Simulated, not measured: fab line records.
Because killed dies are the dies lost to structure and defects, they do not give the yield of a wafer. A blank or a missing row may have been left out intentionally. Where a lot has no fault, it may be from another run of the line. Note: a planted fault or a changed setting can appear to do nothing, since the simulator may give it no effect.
Which tool did it? :: flow nand harc :: 11 lots, 33 wafers sampled, at 5 steps of a route of 1302

WHAT EACH GAUGE READ, for each wafer
NHARC_END_SORT_01.
lot: L656
measured: day 27 16:41
on: prober-02
killed at array: 67 78 96

lot: L669
measured: day 32 12:28
on: prober-01
killed at array: 35 32 40

lot: L670
measured: day 32 05:32
on: prober-02
killed at array: 87 77 94

lot: L671
measured: day 33 19:38
on: prober-01
killed at array: 65 74 41

EACH LOT AND THE TOOL THAT RAN IT (in order: tool; ch and the chambers of the sampled wafers; start)
lot: L651
NHARC_A_STAIRCASE_ETCH_273: rie diel-03 ch 2,3, day 17 07:19 or earlier
NHARC_A_STAIRCASE_ETCH_292: rie diel-13 ch 0,2,3, day 17 07:19
NHARC_A_STAIRCASE_DEP_301: pecvd-03 ch 1,2, day 17 11:36
NHARC_A_STAIRCASE_ETCH_313: rie diel-13 ch 0,1,2, day 17 12:44

lot: L654
NHARC_A_STAIRCASE_ETCH_273: rie diel-01 ch 1,3, day 19 03:56 or earlier
NHARC_A_STAIRCASE_ETCH_292: rie diel-01 ch 0,3, day 19 03:56
NHARC_A_STAIRCASE_DEP_301: pecvd-01 ch 0,1,2, day 19 14:28
NHARC_A_STAIRCASE_ETCH_313: rie diel-13 ch 0,2,3, day 19 15:32

lot: L653
NHARC_A_STAIRCASE_ETCH_273: rie diel-01 ch 0,3, day 19 04:07 or earlier
NHARC_A_STAIRCASE_ETCH_292: rie diel-13 ch 0,1,3, day 19 04:07
NHARC_A_STAIRCASE_DEP_301: pecvd-04 ch 0,1,2, day 19 12:43
NHARC_A_STAIRCASE_ETCH_313: rie diel-13 ch 0,1,2, day 19 13:43

lot: L656
NHARC_A_STAIRCASE_ETCH_273: rie diel-01 ch 0,2,3, day 19 15:28 or earlier
NHARC_A_STAIRCASE_ETCH_292: rie diel-03 ch 1,2,3, day 19 15:28
NHARC_A_STAIRCASE_DEP_301: pecvd-03 ch 0,2, day 19 20:22
NHARC_A_STAIRCASE_ETCH_313: rie diel-13 ch 1,2,3, day 19 21:17

lot: L658
NHARC_A_STAIRCASE_ETCH_273: rie diel-01 ch 0,1, day 20 06:07 or earlier
NHARC_A_STAIRCASE_ETCH_292: rie diel-01 ch 0,2, day 20 06:07
NHARC_A_STAIRCASE_DEP_301: pecvd-03 ch 0,2, day 20 10:13
NHARC_A_STAIRCASE_ETCH_313: rie diel-01 ch 1,3, day 20 11:17

lot: L659
NHARC_A_STAIRCASE_ETCH_273: rie diel-13 ch 1,2,3, day 20 23:11 or earlier
NHARC_A_STAIRCASE_ETCH_292: rie diel-03 ch 1,2, day 20 23:11
NHARC_A_STAIRCASE_DEP_301: pecvd-04 ch 0,2, day 21 03:21
NHARC_A_STAIRCASE_ETCH_313: rie diel-01 ch 0,1,3, day 21 04:25

lot: L660
NHARC_A_STAIRCASE_ETCH_273: rie diel-03 ch 1,2, day 21 16:15 or earlier
NHARC_A_STAIRCASE_ETCH_292: rie diel-01 ch 0,3, day 21 16:15
NHARC_A_STAIRCASE_DEP_301: pecvd-03 ch 0,2, day 21 20:14
NHARC_A_STAIRCASE_ETCH_313: rie diel-01 ch 1,2,3, day 21 21:20

lot: L661
NHARC_A_STAIRCASE_ETCH_273: rie diel-13 ch 0,2,3, day 21 23:09 or earlier
NHARC_A_STAIRCASE_ETCH_292: rie diel-01 ch 0,1,3, day 21 23:09
NHARC_A_STAIRCASE_DEP_301: pecvd-04 ch 1,2, day 22 05:19
NHARC_A_STAIRCASE_ETCH_313: rie diel-03 ch 0,2,3, day 22 06:14

lot: L669
NHARC_A_STAIRCASE_ETCH_273: rie diel-13 ch 1,2, day 24 17:07 or earlier
NHARC_A_STAIRCASE_ETCH_292: rie diel-03 ch 0,1,2, day 24 17:07
NHARC_A_STAIRCASE_DEP_301: pecvd-03 ch 1,2, day 24 23:07
NHARC_A_STAIRCASE_ETCH_313: rie diel-03 ch 0,1,3, day 25 00:09

lot: L670
NHARC_A_STAIRCASE_ETCH_273: rie diel-03 ch 0,1,2, day 24 18:05 or earlier
NHARC_A_STAIRCASE_ETCH_292: rie diel-13 ch 0,1,2, day 24 18:05
NHARC_A_STAIRCASE_DEP_301: pecvd-03 ch 1,2, day 25 00:29
NHARC_A_STAIRCASE_ETCH_313: rie diel-13 ch 0,2,3, day 25 01:24

lot: L671
NHARC_A_STAIRCASE_ETCH_273: rie diel-13 ch 0,1,2, day 26 04:49 or earlier
NHARC_A_STAIRCASE_ETCH_292: rie diel-03 ch 0,3, day 26 04:49
NHARC_A_STAIRCASE_DEP_301: pecvd-04 ch 0,1, day 26 08:52
NHARC_A_STAIRCASE_ETCH_313: rie diel-01 ch 1,2, day 26 09:53
- NHARC_A_STAIRCASE_ETCH_273: etches the open film in C4F8/O2/Ar, target depth 10200 nm, time 2468.6 s.
- NHARC_A_STAIRCASE_ETCH_292: etches the open film in CF4/CHF3.
- NHARC_A_STAIRCASE_DEP_301: deposits SiON, target thk 30 nm.
- NHARC_A_STAIRCASE_ETCH_313: etches the open film in CF4/CHF3.

THE ANSWER, worked out from the rows above alone
Rule: usual is defined by the lots themselves. Put in order of their means at a reading, lots are off if they are a third of the lots or fewer, leave a main group of 4 or more, and stand apart from it by a gap of 3 or more times the standard deviation of the main group's means; of several such gaps the widest counts. The tables above print the reading to a certain number of digits; a main group whose means all agree to those digits is not used. A lot without any number at a reading at which 4 lots or more have one is off too. Any other lot the step has rows for is counted as sound.
Across all readings shown, no lot is off: no conclusion can be drawn from this.

WHAT WAS PUT IN BY THE SIMULATOR
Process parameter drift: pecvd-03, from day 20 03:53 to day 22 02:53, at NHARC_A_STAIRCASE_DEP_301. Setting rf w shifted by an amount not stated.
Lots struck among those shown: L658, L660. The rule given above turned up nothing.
